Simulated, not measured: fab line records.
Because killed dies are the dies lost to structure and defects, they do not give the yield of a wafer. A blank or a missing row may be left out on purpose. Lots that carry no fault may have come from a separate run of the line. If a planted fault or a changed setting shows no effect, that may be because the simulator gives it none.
Code-filled problem report in 8D (eight disciplines) form + flow n5-finfet + the parts of the form that need people (team, actions taken, sign-off) are left out

## 1. THE PROBLEM
Wafers without a fault read 95.0 nm, standard deviation 1.8; trench-depth-nm at N5_BEOL_M6_OCD_MEAS_38 reads a mean of 139.4 nm on 2 wafers belonging to 2 lots. Relative to the usual mean, that is a shift of +25 standard deviations.
The first sign was on wafer L342.3 at day 12 06:04, on ocd-01. The record has a number at this step for 24 wafers belonging to 9 lots. Rule for "out" (also "out of limits"): further than 4 standard deviations from the usual mean. The rest of the wafers with a number are treated as sound.

## 2. WHAT IT IS; WHAT IT IS NOT
| question                    | is                | is not                                                                                       |
|-----------------------------|-------------------|----------------------------------------------------------------------------------------------|
| which readings at this step | trench-depth-nm   | -                                                                                            |
| which lots                  | L342, L344        | L330, L331, L334, L345, L350, L351, L352                                                     |
| which wafers of those lots  | L342.3, L344.3    | L342.4, L344.1, L344.2                                                                       |
| read on which gauges        | ocd-01, ocd-02    | -                                                                                            |
| when                        | from day 12 06:04 | up to then (10 sound wafers); but 12 sound wafers of L344, L345, L350, L351, L352 came after |

## 3. SUSPECTS, AND WHAT RULES EACH OUT
Counting: a tool at a process step up to the reading stays a suspect if it ran every lot that is out. Sound lots after the first of them don't rule it out here, since some wafers of a struck lot are sound.
- the gauge at N5_BEOL_M6_OCD_MEAS_38 is ruled out. The wafers that are out were read on 2 gauges (ocd-01, ocd-02).
- rie-diel-06 at N5_BEOL_M6_ETCH_65 (etches SiARC in CF4, target depth 15.6 nm, time 26 s): kept. Every lot that is out went through it, the first being L342 (day 12 05:41); the last sound lot it ran before that was L334 (day 10 07:20).
- rie-diel-06 at N5_BEOL_M6_TRENCH_ETCH_37 (etches SiCOH lowk in C4F6/O2, target depth 94.435 nm, time 31.5 s): kept. Every lot that is out went through it, the first being L342 (day 12 05:55); the last sound lot it ran before that was L334 (day 10 07:34). Its own oes-product-au readings are out on those wafers.
- rie-diel-06, N5_BEOL_M6_ETCH_65: wafers that are out in chamber 2, sound lot-mates in chambers 0, 1, 3.
- rie-diel-06, N5_BEOL_M6_TRENCH_ETCH_37: wafers that are out in chamber 2, sound lot-mates in chambers 0, 1, 3.
The count leaves rie-diel-06 at N5_BEOL_M6_TRENCH_ETCH_37 and rie-diel-06 at N5_BEOL_M6_ETCH_65.

## 4. THE CAUSE (what the simulator had put in)
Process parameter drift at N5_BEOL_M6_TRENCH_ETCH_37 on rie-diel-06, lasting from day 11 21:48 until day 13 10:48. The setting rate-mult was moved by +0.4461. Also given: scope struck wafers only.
2 suspects survive the count, and this tool is in that group.

## 5. THE CHAIN OF EFFECTS, in route order
Each row: a reading where the mean over the struck wafers with a number is more than 3 standard deviations away from the usual. Only readings for which the record gives a usual standard deviation are gone through. hours: the time from each lot's start at the first step in this table that gives one to its start at this step, as a median over the lots. sigmas: the change in usual standard deviations.
| hours | step                      | reading              | usual        | on struck wafers | change | sigmas |
|-------|---------------------------|----------------------|--------------|------------------|--------|--------|
| 0     | N5_BEOL_M6_TRENCH_ETCH_37 | oes-product-au       | 0.79 a.u.    | 1.23             | +0.44  | +5.5   |
| 0     | N5_BEOL_M6_OCD_MEAS_38    | trench-depth-nm      | 95.0 nm      | 139.4            | +44.4  | +25    |
| 4     | N5_BEOL_M6_THK_MEAS_53    | M6_THK               | 80.3 nm      | 124.8            | +44.5  | +23    |
| 4     | N5_BEOL_M6_RS_MEAS_57     | M6_RS                | 0.285 ohm/sq | 0.172            | -0.112 | -13    |
| 87    | N5_PASSIVATION_PROBE_49   | defect-limited-yield | 91.0 %       | 83.8             | -7.2   | -4.5   |
| 87    | N5_PASSIVATION_PROBE_49   | killed_at_M4_up      | 14           | 98               | +84    | +16    |
| 87    | N5_PASSIVATION_PROBE_49   | killed-dies          | 106          | 191              | +85    | +4.5   |
| 87    | N5_PASSIVATION_PROBE_49   | sort-n-pass          | 1073         | 989              | -84    | -4.4   |
| 87    | N5_PASSIVATION_PROBE_49   | sort-yield-pct       | 91.0 %       | 83.8             | -7.2   | -4.5   |
Here are the process steps it includes:
- N5_BEOL_M6_TRENCH_ETCH_37: etches SiCOH lowk in C4F6/O2, target depth 94.435 nm, time 31.5 s.
- N5_PASSIVATION_PROBE_49

## 6. WHAT WOULD HAVE CAUGHT IT SOONER
Counted from the fault's start at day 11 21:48, it took 8 hours until the first out-of-limits reading at a measuring or inspecting step in this record, taken at day 12 06:04.
The tool's own readings at N5_BEOL_M6_TRENCH_ETCH_37 were out on every struck wafer that the step has a row for (oes-product-au): an alarm limit on them would have fired on the first of those.
Among the 2 lots that are out, L344 began N5_BEOL_M6_TRENCH_ETCH_37 on rie-diel-06 after day 12 06:04. Had the tool been put on hold then, it would have been spared.
